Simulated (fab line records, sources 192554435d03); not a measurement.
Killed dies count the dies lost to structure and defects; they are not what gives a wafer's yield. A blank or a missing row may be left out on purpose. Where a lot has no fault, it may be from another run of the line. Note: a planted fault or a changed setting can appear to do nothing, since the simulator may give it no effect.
Chamber matching	flow n5 finfet	rie diel-04 running N5_BEOL_M8_DESCUM_16: 4 sister chambers
The step chemistry O2, time 7.9 s. 8 wafers are shown with their chamber, then 10 later ones without.

## WAFERS, EACH WITH ITS CHAMBER
wafer	chamber	throttle valve pct (%)	showerhead plenum p Torr (Torr)
L083.1	2	20.92	1.98
L083.4	1	20.35	2.11
L095.5	2	20.94	1.97
L095.6	3	20.19	2.03
L085.4	3	20.19	2.03
L085.6	0	20.28	2.06
L087.1	0	20.28	2.05
L087.2	1	20.41	2.10

## WAFERS WITH NO CHAMBER GIVEN
wafer	throttle valve pct (%)	showerhead plenum p Torr (Torr)
L087.3	20.18	2.03
L093.2	20.41	2.10
L093.3	20.27	2.05
L093.6	20.20	2.03
L086.3	20.64	2.23
L086.4	20.20	2.03
L086.5	20.29	2.05
L097.1	20.21	2.03
L097.3	20.29	2.05
L097.6	20.30	2.05

## WHICH CHAMBER EACH ONE RAN IN
wafer	from the rows above	in truth
L087.3	3	3
L093.2	1	1
L093.3	0	0
L093.6	3	3
L086.3	1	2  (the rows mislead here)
L086.4	3	3
L086.5	0	0
L097.1	3	3
L097.3	0	0
L097.6	0	0
Correct placement for 9 of the 10. Left unplaced by these rows: 0. Number placed wrongly: 1.
How it was worked out, from the rows above alone: a wafer's distance from a chamber is the root of the sum, over the readings, of the square of ((its reading less the chamber's mean) divided by the reading's scatter). The wafer belongs to the nearest chamber; if the next one is less than 2 further off, it can't be placed. A chamber's mean is the mean of its shown wafers. How the scatter is found: for the shown wafers, subtract from each reading the mean of its chamber, square and add these, divide the total by (wafers less chambers), then take the root.
